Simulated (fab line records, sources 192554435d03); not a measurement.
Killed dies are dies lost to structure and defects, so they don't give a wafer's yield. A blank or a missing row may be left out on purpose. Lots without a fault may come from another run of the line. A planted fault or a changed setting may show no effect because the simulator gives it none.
fab line records | flow n5_finfet
record lots=4 wafers=11 last_day=16
route steps=1938 shown BEOL_M4@1099 BEOL_M5@1112 BEOL_M8@1332 PASSIVATION@1936
lots that met no fault: from a run of the same line without faults
start_h: hours from the record's first day to the start of the lot's first wafer shown | wait_h: hours since the lot's step before | " the same as in the row above | L1.1+2: a row that stands for several wafers | - no value, or no start given | * or withheld: withheld | < > ~ a bound
route shown NAME@n: a module of which the file shows steps, and the number in the route of the first | usual: mean/standard deviation of fault-free wafers | same: alike in all rows | chamber/n: place in a boat | sites: the reading at each site | _std_site: their standard deviation | _edge_site: outer sites' mean less inner sites' | radius_mm: how far each site lies from the wafer's centre | mask NAME#n: copy n | behind: the tool/chamber that last shaped the wafer | hold: why the lot was held/for how many hours/how that ended | device: the transistor (n, p or np) that didn't switch | end of line: the same wafers' tests at the end of the route | a step without rows: its recipe alone | killed: dies lost to structure and defects at the first sort, not the wafer's yield | map: a wafer's dies, x killed, . not, _ none there
set.NAME: the setting as run; set.NAME@STEP: as run at that earlier step | model.NAME: the simulator's own value behind a step, which no gauge read
lots at some steps of the route; a table a step, a row a wafer
services: from which hour (start_h, from the record's first day; less than 0 if before it) a tool's chamber was out of use, for how many hours, and why
## steps
# step N5_BEOL_M4_ANNEAL_95
# recipe temp_c=400 time_s=240 ambient=vacuum
# step N5_BEOL_M4_SPUTTER_96
# recipe material=Cu target_thk_a=45 temp_c=-20 chamber_pressure_pa=0.07 power_w=withheld time_s=8.29
# step N5_BEOL_M4_ECD_50
# recipe material=Cu target_thk_a=3000
# step N5_BEOL_M4_ANNEAL_51
# recipe temp_c=225 time_s=90 ambient=N2
# step N5_BEOL_M4_CMP_52
# recipe stop_on=SiOC t_overpolish_s=6.8 down_force_psi=1 platen_rpm=50 clearing_platen_down_force_psi=1.5 clearing_platen_rpm=50 post_cmp_clean=cu_alkaline target_thk_nm=40 clearing_platen_pad_velocity_m_s=0.99484 pad_velocity_m_s=0.99484
# step N5_BEOL_M4_PRE_CLEAN_60
# recipe gas=NH3/H2 time_s=15 temp_c=* rf_power_w=300
# step N5_BEOL_M4_CO_CAP_55
# recipe material=Co target_thk_a=20 temp_c=200 precursor=CCTBA/H2 pressure_torr=30 time_s=102.1
# step N5_BEOL_M4_PRE_CLEAN_56
# recipe gas=NH3 time_s=15 temp_c=withheld rf_power_w=300
# step N5_BEOL_M4_DEP_57
# recipe material=SiCN target_thk_a=80 temp_c=withheld precursor=3MS/NH3 pressure_torr=3 rf_w=202 time_s=14
# step N5_BEOL_M4_RC_MEAS_101
# usual DIBL_N=36.5/1.9 DIBL_P=36.7/2.1 IOFF_N=0.17/0.035 IOFF_P=0.22/0.042 ION_N=676/10 ION_P=462/8.1 SS_N=71.5/0.72 SS_P=73.4/0.7 VT_N=249/3.1 VT_P=-250/3.9
# columns lot.wafer tool chamber start_h wait_h DIBL_N[mV/V] DIBL_P[mV/V] IOFF_N[nA/um] IOFF_P[nA/um] ION_N[uA/um] ION_P[uA/um] SS_N[mV/dec] SS_P[mV/dec] VT_N[mV] VT_P[mV]
L271.2 prober-01 0 163.76 0.2 35.4 34.0 0.14 0.20 673 464 70.5 73.1 249 -250
L271.4 " 0 " " 36.2 35.8 0.15 0.22 677 469 71.5 73.3 247 -248
L271.6 " 0 " " 35.5 35.4 0.14 0.22 672 466 71.1 74.0 248 -249
L284.4 prober-01 0 255.69 0.5 36.5 37.8 0.18 0.20 679 458 71.3 73.4 245 -251
L284.5 " 0 " " 38.6 40.6 0.24 0.24 694 463 72.5 74.4 244 -248
L286.2 prober-01 0 264.08 0.2 36.8 37.6 0.18 0.19 680 451 72.1 73.2 247 -255
L286.3 " 0 " " 33.9 34.4 0.12 0.16 662 449 70.8 73.3 252 -255
L286.5 " 0 " " 34.6 34.4 0.14 0.16 675 452 70.7 72.3 250 -258
L288.1 prober-02 0 279.55 0.0 37.2 37.5 0.18 0.28 681 479 71.7 74.4 249 -242
L288.3 " 0 " " 36.6 35.9 0.18 0.25 679 466 71.1 73.5 249 -244
L288.4 " 0 " " 36.9 37.4 0.19 0.29 694 482 71.2 73.7 246 -239
# step N5_BEOL_M5_ILD_DEP_00
# recipe material=SiCOH_lowk target_thk_a=1406.4 temp_c=300 precursor=DEMS/porogen pressure_torr=5 rf_w=500 time_s=25.9
# step N5_BEOL_M5_CURE_79
# recipe temp_c=385 time_s=240 ambient=He/Ar material=SiCOH_lowk
# step N5_BEOL_M5_PECVD_70
# recipe material=SiO2 target_thk_a=160 temp_c=400 precursor=TEOS/O2 pressure_torr=5.5 rf_w=450 teos_flow_sccm=53.8 gas=O2 flow_sccm=3000 time_s=18
# step N5_BEOL_M5_HM_DEP_02
# recipe material=TiN target_thk_a=200 temp_c=25 chamber_pressure_pa=0.49996
# step N5_BEOL_M5_COAT_59
# recipe resist=SOC temp_c=250 time_s=60 spin_rpm=1500 resist_thk_nm=60
# step N5_BEOL_M5_COAT_60
# recipe resist=SiARC temp_c=220 time_s=60 spin_rpm=1500 resist_thk_nm=12
# step N5_BEOL_M5_COAT_71
# recipe resist=underlayer temp_c=205 time_s=60 spin_rpm=1500 resist_thk_nm=5
# step N5_BEOL_M5_COAT_05
# recipe resist=CAR-EUV spin_rpm=1500 resist_thk_nm=30
# step N5_BEOL_M5_EBR_07
# recipe solvent=PGMEA ebr_width_mm=1.5
# step N5_BEOL_M5_SOFTBAKE_06
# recipe temp_c=110 time_s=60 resist=CAR-EUV
# step N5_BEOL_M5_EXPOSE_08
# recipe mask_id=M5 na=0.33 source_shape=annular sigma_inner=0.4 sigma_outer=0.8 polarization=unpolarized target_cd_nm=28 dose_mj=35.75
# step N5_BEOL_M5_PEB_09
# recipe peb_temp_c=100 peb_time_s=60 resist=CAR-EUV
# step N5_BEOL_M5_DEVELOP_10
# recipe develop_time_s=30 developer=TMAH resist=CAR-EUV rinse_liquid=surfactant_rinse dry=air_spin dev_temp_c=23
# step N5_BEOL_M5_DESCUM_16
# recipe chemistry=O2 time_s=7 source_power_w=50 bias_power_w=20 pressure_mtorr=20 rf_frequency_hz=2.712e+07 temp_c=40 resist=CAR-EUV o2_flow_sccm=225
# step N5_BEOL_M5_ETCH_72
# recipe chemistry=N2/H2 target=underlayer target_depth_a=65 mask_material=CAR-EUV time_s=5.2 ion_energy_ev=200 pressure_mtorr=30 source_w=840 bias_w=150 n2_flow_sccm=200 h2_flow_sccm=200 ends=cleared
# step N5_BEOL_M5_ETCH_61
# recipe chemistry=CF4 target=SiARC target_depth_a=156 mask_material=CAR-EUV time_s=26 ion_energy_ev=80 pressure_mtorr=40 source_w=545 bias_w=36 Ar_flow_sccm=100 cf4_flow_sccm=100 ends=cleared
# step N5_BEOL_M5_ETCH_62
# recipe chemistry=N2/H2 target=SOC target_depth_a=750 overetch_a=150 mask_material=SiARC temp_c=40 time_s=112.5 ion_energy_ev=200 pressure_mtorr=30 source_w=840 bias_w=150 n2_flow_sccm=200 h2_flow_sccm=200
# step N5_BEOL_M5_STRIP_63
# recipe chemistry=N2/H2 temp_c=40 n2_flow_sccm=200 h2_flow_sccm=200 rf_frequency_hz=6e+07
# step N5_BEOL_M5_STRIP_73
# recipe chemistry=N2/H2 temp_c=40 n2_flow_sccm=200 h2_flow_sccm=200 rf_frequency_hz=6e+07
# step N5_BEOL_M5_STRIP_64
# recipe chemistry=CF4 resist=SiARC power_w=300 bias_power_w=75 pressure_mtorr=50 cf4_flow_sccm=150 rf_frequency_hz=6e+07
# step N5_BEOL_M5_HM_OPEN_17
# recipe chemistry=Cl2/BCl3 target_depth_a=200 overetch_a=60 target=TiN mask_material=SOC ion_energy_ev=150 pressure_mtorr=10 icp_w=1000 bias_w=126 Cl2_flow_sccm=53.25 bcl3_flow_sccm=21.75 Ar_flow_sccm=25
# step N5_BEOL_M5_STRIP_19
# recipe chemistry=O2 power_w=400 temp_c=40 pressure_mtorr=30 rf_frequency_hz=6e+07 bias_power_w=0 overash_fraction=0.2 o2_flow_sccm=225
# step N5_BEOL_M5_COAT_65
# recipe resist=SOC temp_c=250 time_s=60 spin_rpm=1500 resist_thk_nm=60
# step N5_BEOL_M5_COAT_66
# recipe resist=SiARC temp_c=220 time_s=60 spin_rpm=1500 resist_thk_nm=12
# step N5_BEOL_M8_ILD_DEP_00
# recipe material=SiCOH_lowk target_thk_a=1797.5 temp_c=300 precursor=DEMS/porogen pressure_torr=5 rf_w=500 time_s=33.4
# usual heater_power_w=296/31 showerhead_plenum_p_Torr=5.743/0.015 throttle_valve_pct=13.7/0.69
# columns lot.wafer tool chamber start_h wait_h heater_power_w showerhead_plenum_p_Torr throttle_valve_pct model.SiCOH_lowk_of_BEOL_M8_ILD_DEP_00.thk_nm
L271.2 pecvd-03 1 198.62 0.0 242 5.765 13.3 176.4
L271.4 " 2 " " 311 5.741 13.3 180.2
L271.6 " 0 " " 318 5.726 14.0 180.8
L284.4 pecvd-03 1 293.54 0.1 242 5.747 13.2 110.2
L284.5 " 2 " " 291 5.748 13.1 177.8
L286.2 pecvd-03 0 296.61 0.0 297 5.734 14.5 180.2
L286.3 " 2 " " 315 5.754 13.0 111.4
L286.5 " 0 " " 297 5.737 14.5 180.4
L288.1 pecvd-01 2 309.73 0.0 280 5.753 13.3 176.8
L288.3 " 1 " " 286 5.743 15.1 176.6
L288.4 " 2 " " 283 5.745 13.5 179
# step N5_BEOL_M8_THK_MEAS_01
# recipe reads=SiCOH_lowk_of_BEOL_M8_ILD_DEP_00
# usual M8_ILD_THK=154.8/1.8
# columns lot.wafer tool chamber start_h wait_h M8_ILD_THK[nm]
L271.2 film_metro-01 - 199.21 0.4 152.1
L271.4 " - " " 155.5
L271.6 " - " " 156.0
L284.4 film_metro-01 - 295.20 0.4 94.6
L284.5 " - " " 153.3
L286.2 film_metro-01 - 297.20 0.4 155.3
L286.3 " - " " 95.6
L286.5 " - " " 155.7
L288.1 film_metro-01 - 311.05 0.8 152.2
L288.3 " - " " 152.2
L288.4 " - " " 154.4
# step N5_BEOL_M8_CMP_52
# recipe stop_on=SiCOH_lowk t_overpolish_s=6.9 down_force_psi=1 platen_rpm=50 clearing_platen_down_force_psi=1.5 clearing_platen_rpm=50 post_cmp_clean=cu_alkaline target_thk_nm=80 clearing_platen_pad_velocity_m_s=0.99484 pad_velocity_m_s=0.99484
# usual motor_current_A=6.5/0.66
# columns lot.wafer tool chamber start_h wait_h motor_current_A model.SiCOH_lowk_of_BEOL_M8_ILD_DEP_00.thk_nm
L271.4 cmp-02 2 206.37 0.1 6.0 152.4
L271.2 " 0 " " 7.9 149
L271.6 " 2 " " 6.0 153
L284.4 cmp-02 2 304.63 0.3 5.8 91.6
L284.5 " 3 " " 6.1 150.4
L286.2 cmp-02 1 306.49 0.4 6.3 152.4
L286.3 " 3 " " 5.9 92.6
L286.5 " 1 " " 6.5 152.6
L288.1 cmp-02 0 317.35 0.3 7.7 149.4
L288.3 " 1 " " 6.5 149.2
L288.4 " 3 " " 6.0 151.4
# step N5_PASSIVATION_PROBE_49
# usual defect_limited_yield=91.4/1.5 killed_at_M0_to_M3=35/12 killed_at_M4_up=13/5.8 killed_at_contacts=12/5.5 killed_at_front_end=36/9.9 killed_at_other=4/3.7 killed_dies=101/18 killed_on_rim=13/4.1 killed_open=66/13 killed_short=33/8 sort_bin_4_leakage=0.00/0.016 sort_bin_5_function=5.0/1 sort_bin_6_memory=3.2/0.67 sort_n_pass=1079/18 sort_yield_pct=91.4/1.5
# same gross_dies=1180 killed_at_back_side=0 sort_bin_8_speed[%]=0
# columns lot.wafer tool chamber start_h wait_h defect_limited_yield[%] killed_at_M0_to_M3 killed_at_M4_up killed_at_contacts killed_at_front_end killed_at_other killed_dies killed_on_rim killed_open killed_short sort_bin_4_leakage[%] sort_bin_5_function[%] sort_bin_6_memory[%] sort_n_pass sort_yield_pct[%]
L271.2 prober-01 - 270.83 0.1 92.1 47 15 9 21 1 93 19 62 31 0 4.9 2.6 1087 92.1
L271.4 prober-01 - 270.93 0.2 92.5 26 15 15 30 2 88 16 59 29 0 4.7 2.4 1092 92.5
L271.6 prober-01 - 271.03 0.3 93.0 36 14 6 26 1 83 14 58 25 0 3.6 3.1 1097 93.0
L286.2 prober-02 - 371.62 0.1 91.2 57 24 3 16 4 104 14 71 33 0 4.5 3.9 1076 91.2
L286.3 prober-02 - 371.67 0.1 82.8 52 97 8 40 6 203 34 77 34 0 6.1 3.3 977 82.8
L286.5 prober-02 - 371.77 0.2 91.9 53 12 2 21 8 96 13 61 34 0 3.9 3.9 1084 91.9
L284.4 prober-02 - 372.25 0.2 76.0 35 204 7 33 4 283 68 56 34 0 4.7 3.1 897 76.0
L284.5 prober-02 - 372.30 0.2 91.7 34 15 12 37 0 98 8 65 32 0.08 4.4 3.7 1081 91.6
L288.1 prober-01 - 380.61 0.0 88.1 62 8 24 39 7 140 25 99 40 0 6.9 4.7 1040 88.1
L288.3 prober-01 - 380.71 0.1 88.8 55 6 23 41 7 132 17 80 50 0 6.4 4.3 1048 88.8
L288.4 prober-01 - 380.76 0.2 88.6 63 6 26 27 12 134 21 86 45 0 7.6 3.6 1046 88.6
# killed by level:class
L271.2 BEOL_M0_SAQP:geometric_particle:short=14 BEOL_M0_SAQP:geometric_particle:open=13 BEOL_M3:geometric_particle:open=8 MOL_CONTACT_COAG:geometric_particle:open=8 BEOL_M4:geometric_particle:open=8 BEOL_M1:geometric_particle:short=6 FIN_SAQP:geometric_particle:open=5 DUMMY_GATE:geometric_particle:open=5
L271.4 MOL_CONTACT_COAG:geometric_particle:open=13 GATE_CUT:geometric_particle:short=8 BEOL_M0_SAQP:geometric_particle:open=8 BEOL_M4:geometric_particle:open=8 FIN_SAQP:geometric_particle:open=6 BEOL_M3:geometric_particle:open=6 FIN_SAQP:geometric_particle:short=4 DUMMY_GATE:geometric_particle:open=4
L271.6 FIN_SAQP:geometric_particle:open=14 BEOL_M0_SAQP:geometric_particle:short=10 BEOL_M4:geometric_particle:open=10 BEOL_M3:geometric_particle:open=9 BEOL_M0_SAQP:geometric_particle:open=6 BEOL_M2:geometric_particle:open=6 FIN_SAQP:geometric_particle:short=4 MOL_CONTACT_COAG:geometric_particle:open=4
L286.2 BEOL_M1:geometric_particle:open=12 BEOL_M0_SAQP:geometric_particle:short=11 BEOL_M4:geometric_particle:open=10 BEOL_M0_SAQP:geometric_particle:open=9 BEOL_M2:geometric_particle:open=9 BEOL_M3:geometric_particle:open=8 BEOL_M5:geometric_particle:open=6 GATE_CUT:geometric_particle:short=5
L286.3 BEOL_M8:area_dep=86 BEOL_M1:geometric_particle:open=12 DUMMY_GATE:geometric_particle:open=9 BEOL_M0_SAQP:geometric_particle:open=9 BEOL_M2:geometric_particle:open=8 FIN_SAQP:geometric_particle:open=7 BEOL_M3:geometric_particle:open=6 MOL_CONTACT_COAG:geometric_particle:open=5
L286.5 BEOL_M0_SAQP:geometric_particle:short=16 BEOL_M0_SAQP:geometric_particle:open=15 BEOL_M1:geometric_particle:open=12 BEOL_M5:geometric_particle:open=7 STARTING-WAFER:geometric_particle:short=5 PASS1_CAP:geometric_particle:open=4 FIN_SAQP:geometric_particle:short=3 FIN_CUT:geometric_particle:open=3
L284.4 BEOL_M8:area_dep=189 BEOL_M3:geometric_particle:open=8 FIN_SAQP:geometric_particle:open=7 BEOL_M2:geometric_particle:open=7 STI_FIN_REVEAL:geometric_particle:open=6 ILD0:geometric_particle:short=6 BEOL_M1:geometric_particle:open=5 STARTING-WAFER:geometric_particle:short=4
L284.5 BEOL_M4:geometric_particle:open=10 MOL_CONTACT_COAG:geometric_particle:open=9 BEOL_M1:geometric_particle:open=8 FIN_SAQP:geometric_particle:short=7 BEOL_M0_SAQP:geometric_particle:short=7 BEOL_M2:geometric_particle:open=7 FIN_SAQP:geometric_particle:open=5 BEOL_M0_SAQP:geometric_particle:open=5
L288.1 BEOL_M3:geometric_particle:open=19 MOL_CONTACT_COAG:geometric_particle:open=18 BEOL_M0_SAQP:geometric_particle:open=9 BEOL_M1:geometric_particle:open=9 GATE_CUT:geometric_particle:short=8 BEOL_M2:geometric_particle:open=8 FIN_SAQP:geometric_particle:open=7 DUMMY_GATE:geometric_particle:open=7
L288.3 MOL_CONTACT_COAG:geometric_particle:open=17 BEOL_M3:geometric_particle:open=14 BEOL_M2:geometric_particle:open=13 BEOL_M1:geometric_particle:short=11 FIN_SAQP:geometric_particle:open=7 GATE_CUT:geometric_particle:open=7 STI_FIN_REVEAL:geometric_particle:open=6 MOL_CONTACT_COAG:geometric_particle:short=6
L288.4 MOL_CONTACT_COAG:geometric_particle:open=21 BEOL_M3:geometric_particle:open=15 BEOL_M0_SAQP:geometric_particle:short=12 BEOL_M1:geometric_particle:open=11 BEOL_M2:geometric_particle:open=8 BEOL_M0_SAQP:geometric_particle:open=7 DUMMY_GATE:geometric_particle:open=6 GATE_CUT:geometric_particle:short=6
# map L284.4 (x killed, . not)
_________________x.xx.x.....x________________
______________.........x..xx.xxx_____________
___________xxxx.x..x...xx...xxxx..x__________
__________....xxx..xxxxx...x....x.xx_________
________x.x.xxx..x.....xx....x..x.xx.._______
_______.xxx........xx.x.........x...xx.______
______xx.x.......x.....x.....x.xx..xxx.x_____
_____...x.xx.......x........x....x....x.x____
____.x.x....x...xx.........x.x.........x..___
___xxxx.xx...x.x...x......x.....x...xxxxxxx__
___.x......x.....................xx...xx.x.__
__x........x.......x...............x.x.x.x.x_
__................x.......x....x.....x..xxxx_
_xx.xxx.................x.............x..x..x
_.x...x....xx...........xx..x............xxxx
_.x.x.........x.....x............x.....x..x..
_...x...........x.............x..............
_x....xx......................x.......x...xxx
_..x...............................xx..xxx.xx
_x...........x............xx..x......x....xxx
_x....................x......xx.x.x.xx...xx..
__xx........x.................x...x.....x..x_
__...xx.............x....x..x......x.xxx.x.x_
___.........x.........x.........x.xx.x.x.x.__
___.xx..................x........x........x__
____xx.x...x...................x......x.xx___
_____..x.x..xx..........x......x.x.......____
______x.xx.......................xx.xx.._____
_______...x...........x....x..x....xxx.______
________...x.....x....x..x.....x...x.._______
__________..x..x...x.....xxx..x...xx_________
___________.x.xx............xx.x.x.__________
______________..x..x....x..xxx.x_____________
_________________x.x...x.....________________
# map L286.3 (x killed, . not)
_________________..x..x...x.x________________
______________..x...xxx....xx..x_____________
___________x..xx......x..x...x...x.__________
__________..x.x.....x....x......x..._________
________..x...........xx..........x..._______
_______...xx..........x.x.............x______
______...x.x..........x.....x..x...x...._____
_____........x.......x.x...............xx____
____..x.x.....x..x................x.......___
___.................x........x.....x..x....__
___..x......x..........xx....x.....x......x__
__..xx..x......x..x.......xx...xx.x..x...x.._
__.......x.........x..........x......x..xx.._
_.....x..x....x..................x...xxx.x...
_xx.x.x....xx.......x...............xx......x
_..x...xx......x..xx.......x....x.......x...x
_...............x...xx....x...........x......
_.x................x.....x.......x..x.......x
_x....x.....x.xx................xx.x..xx..x.x
_........x..........x.......x....x......x....
_x....x....x............x.....xx........x.x..
__.x..xx....x........x......x...........x..._
__.x.........................x.............._
___x..........x...x..x..........x..x..x..x.__
___....x.x.....x...x........x.....x........__
____...x....................x.x..........x___
_____x.....x.x...xx...................xx.____
______x......x.........................x_____
_______....x.xx.x......x.......x.....x.______
________....x.........x..x.xx.x.xx...x_______
__________......x........x.......x.._________
___________......x..........x......__________
______________.x..........x..x.._____________
_________________.........x..________________
## services
# columns tool chamber start_h hours kind
pecvd-03 0 179.48 4.6 scheduled_down
pecvd-03 - 199.47 0.3 repair
pecvd-01 2 202.38 - clean
pecvd-01 2 202.38 - consumable_replace:showerhead
pecvd-01 2 202.38 29.0 scheduled_down
pecvd-01 2 202.38 29.0 vent_cycle
cmp-02 - 207.76 20.2 pm
pecvd-03 - 270.84 0.9 repair
pecvd-03 2 277.64 2.1 scheduled_down
cmp-02 - 282.50 0.3 repair
cmp-02 - 297.28 0.4 repair
cmp-02 - 312.73 1.5 repair
## key
first_sign step=N5_BEOL_M8_THK_MEAS_01 reading=M8_ILD_THK direction=down sigmas=33 usual=154.8 struck=95.1
effect step=N5_PASSIVATION_PROBE_49 reading=killed_at_M4_up direction=up sigmas=24 usual=13 struck=150
model_effect step=N5_BEOL_M8_ILD_DEP_00 value=SiCOH_lowk_of_BEOL_M8_ILD_DEP_00.thk_nm without=180.1 struck=110.8
model_effect step=N5_BEOL_M8_CMP_52 value=SiCOH_lowk_of_BEOL_M8_ILD_DEP_00.thk_nm without=152.3 struck=92.1
more_kills_born_at N5_BEOL_M8_ILD_DEP_00@pecvd-03=275
met_at N5_BEOL_M8_ILD_DEP_00
struck_wafers L284.4,L286.3
onset_between 198.62 293.54
fault kind=process_parameter_drift tool=pecvd-03 chamber=- onset_h=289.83 steps=N5_BEOL_M8_ILD_DEP_00 channel=time_s offset=* shape=step end_h=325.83 scope=struck_wafers_only acts_in=* stated=*
